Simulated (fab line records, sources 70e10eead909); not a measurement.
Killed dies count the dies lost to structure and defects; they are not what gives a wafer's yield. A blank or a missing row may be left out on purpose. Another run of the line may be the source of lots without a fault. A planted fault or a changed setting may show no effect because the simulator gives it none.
Problem report in the 8D (eight disciplines) form, filled by code | flow nandHarc | the parts of the form that need people (team, actions taken, sign-off) are left out

## 1. WHAT IS WRONG
Mean of killedAtArray at NHARC_END_SORT_01: 413 across 6 wafers in 2 lots; on wafers with no fault it is 64 (standard deviation 18). Measured from the usual mean, that is +19 standard deviations.
First observed at day 30 10:59: wafer L316.1, on prober-01. The record holds 15 wafers of 5 lots with a number at this step. By rule, "out" or "out of limits" means more than 4 standard deviations away from the usual mean. The other wafers with a number count as sound.

## 2. WHAT IT IS, WHAT IT ISN'T
question                    | is                                            | is not
which readings at this step | killedAtArray, defectLimitedYield, killedDies | killedAtOther, killedAtPeriphery, killedOpen, killedShort
which lots                  | L316, L317                                    | L311, L312, L313
which wafers of those lots  | all that have a number                        | -
read on which gauges        | prober-01                                     | prober-02
when                        | from day 30 10:59                             | up to then (9 sound wafers)

## 3. WHAT RULES OUT EACH SUSPECT
Counting: a tool stays on the suspect list if, at a process step up to the reading, it processed all lots that are out and no sound lot following the first of them.
- the gauge at NHARC_END_SORT_01: kept. All the wafers that are out were read on prober-01, and no step on other tools shows them out.
- ecdCu-01 at NHARC_A_M1_ECD_22 (material Cu, target thk 400 nm): kept. All lots that are out passed through it, beginning with L316 at day 28 04:24, and no sound lot followed; its final sound lot before that point was L313 at day 27 17:19.
- rieDiel-05 at NHARC_A_BONDPAD_ETCH_12 (etches the open film in CHF3/O2, target depth 220 nm, time 110 s): kept. All lots that are out passed through it, beginning with L316 at day 28 14:37, and no sound lot followed; its final sound lot before that point was L313 at day 27 23:11. NHARC_A_BONDPAD_ETCH_12 gives no start for some lots, so the hours and the order of its lots are those of NHARC_HYBRID_BOND_ACTIVATE_00.
- rieDiel-10 at NHARC_HYBRID_BOND_ACTIVATE_00 (chemistry N2, time 60 s): kept. All lots that are out passed through it, beginning with L316 at day 28 14:37, and no sound lot followed; its final sound lot before that point was L312 at day 27 12:32.
Left after counting: ecdCu-01 at NHARC_A_M1_ECD_22, rieDiel-05 at NHARC_A_BONDPAD_ETCH_12, rieDiel-10 at NHARC_HYBRID_BOND_ACTIVATE_00, prober-01 at NHARC_END_SORT_01.

## 4. THE CAUSE (what the simulator had put in)
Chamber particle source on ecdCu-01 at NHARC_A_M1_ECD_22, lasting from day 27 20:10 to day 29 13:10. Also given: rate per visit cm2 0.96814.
Counting leaves 4 suspects; this tool is one of them.

## 5. SEQUENCE OF EFFECTS, ordered by route
Rows list readings where the struck wafers' mean (over those with a number) sits beyond 3 standard deviations from the usual. Only readings whose record carries a usual standard deviation are examined. hours: median over the lots of the time between each lot's start at the first step of this table that gives one and its start at this step. sigmas: the change, counted in usual standard deviations.
hours | step              | reading            | usual  | on struck wafers | change | sigmas
0     | NHARC_END_SORT_01 | defectLimitedYield | 89.9 % | 38.6             | -51.3  | -19
0     | NHARC_END_SORT_01 | killedAtArray      | 64     | 413              | +349   | +19
0     | NHARC_END_SORT_01 | killedDies         | 68     | 415              | +347   | +19

## 6. WHAT WOULD HAVE CAUGHT IT SOONER
63 hours passed between the start of the fault at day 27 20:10 and the first reading out of limits at a measuring or inspecting step in this record, taken at day 30 10:59.
By day 30 10:59 the whole set of lots that are out, 2 in number, had already begun NHARC_A_M1_ECD_22 on ecdCu-01. Holding the tool at that point would not have protected any of them.
